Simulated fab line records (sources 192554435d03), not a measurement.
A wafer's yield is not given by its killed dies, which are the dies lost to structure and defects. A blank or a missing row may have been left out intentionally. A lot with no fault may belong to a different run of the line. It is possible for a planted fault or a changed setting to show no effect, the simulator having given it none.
Chamber matching | flow n5-finfet | N5_BEOL_M3_DESCUM_33 on rie-diel-06: 4 sister chambers
The step chemistry O2, time 7 s. 4 wafers are shown with their chamber, then 7 later ones without.

## WAFERS PAIRED WITH THEIR CHAMBERS
wafer  | chamber | showerhead-plenum-p-Torr (Torr)
L348.1 | 0       | 2.12
L350.6 | 1       | 1.99
L352.3 | 3       | 2.03
L352.4 | 2       | 2.09

## WAFERS MISSING THEIR CHAMBER
wafer  | showerhead-plenum-p-Torr (Torr)
L352.5 | 1.98
L361.1 | 2.08
L361.2 | 2.03
L361.5 | 1.98
L363.1 | 2.11
L363.2 | 2.03
L363.5 | 2.03

## CHAMBER TAKEN BY EACH
wafer  | from the rows above     | in truth
L352.5 | 1                       | 1
L361.1 | 2                       | 2
L361.2 | 3                       | 3
L361.5 | 1                       | 1
L363.1 | can't be placed: 0 or 2 | 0
L363.2 | 3                       | 3
L363.5 | 3                       | 3
Correct placement for 6 of the 7. These rows do not allow placing 1 (true chamber among the candidates in 1). Number placed wrongly: 0.
How it was worked out, from the rows above alone: a wafer's distance from a chamber is the root of the sum, over the readings, of the square of ((its reading less the chamber's mean) divided by the reading's scatter). If the next closest chamber is less than 2 further off than the closest, the wafer can't be placed; otherwise it belongs to the closest. The mean given for a chamber averages the wafers shown for that chamber. The scatter: root of mean squared gap, hidden wafer to nearest shown wafer, with one shown wafer a chamber.
